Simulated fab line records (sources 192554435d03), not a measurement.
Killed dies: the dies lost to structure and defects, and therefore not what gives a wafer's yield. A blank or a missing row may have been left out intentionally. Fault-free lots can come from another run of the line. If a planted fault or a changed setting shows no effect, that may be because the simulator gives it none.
Chamber matching -- flow n5Finfet -- 4 sister chambers for N5_BEOL_M1_VIA_ETCH_34 on rieDiel-02
The step etches the open film in C4F6/O2, target depth 67.8 nm, time 64.4 s. 16 wafers are shown with their chamber, then 8 later ones without.

WAFERS PAIRED WITH THEIR CHAMBERS
wafer,chamber,showerheadPlenumPTorr (Torr),drypumpMotorCurrentA (A),rfVppV (V)
L075.2,0,2.81,5.2,634
L075.5,3,2.79,6.2,670
L075.6,0,2.81,5.2,632
L076.1,0,2.81,5.2,632
L076.4,2,3.00,5.7,671
L076.6,3,2.79,6.2,671
L079.2,2,2.99,5.7,673
L079.4,1,2.68,6.0,647
L079.6,2,3.00,5.6,672
L081.1,0,2.81,5.2,632
L081.4,1,2.68,6.0,647
L081.5,2,2.99,5.7,673
L084.1,0,2.81,5.2,633
L084.2,1,2.68,6.0,646
L084.5,1,2.68,6.0,647
L085.3,2,2.99,5.7,670

SIGNATURES (averages over the wafers above)
reading,chamber 0,chamber 1,chamber 2,chamber 3,scatter within a chamber
showerheadPlenumPTorr,2.8100,2.6800,2.9940,2.7900,0.00316
drypumpMotorCurrentA,5.200,6.000,5.680,6.200,0.0258
rfVppV,632.60,646.75,671.80,670.50,0.968
Rule: a wafer lies at a distance from a chamber equal to the root of the sum of squares, over the readings, of (its reading less the chamber's mean, divided by the reading's scatter). The wafer belongs to the nearest chamber; if the next one is less than 2 further off, it can't be placed. How the scatter is found: for the shown wafers, subtract from each reading the mean of its chamber, square and add these, divide the total by (wafers less chambers), then take the root.

WAFERS WITH NO CHAMBER GIVEN
wafer,showerheadPlenumPTorr (Torr),drypumpMotorCurrentA (A),rfVppV (V)
L085.4,2.80,5.2,633
L085.5,2.78,6.2,670
L088.1,2.80,5.3,632
L088.4,2.78,6.2,670
L088.5,2.99,5.7,672
L090.2,2.77,6.2,668
L090.3,2.99,5.7,671
L090.6,2.67,6.0,645

WHICH CHAMBER EACH ONE RAN IN
wafer,from the rows above,in truth
L085.4,0,0
L085.5,3,3
L088.1,0,0
L088.4,3,3
L088.5,2,2
L090.2,3,3
L090.3,2,2
L090.6,1,1
Correct placement for 8 of the 8. Left unplaced by these rows: 0. 0 placed wrongly.
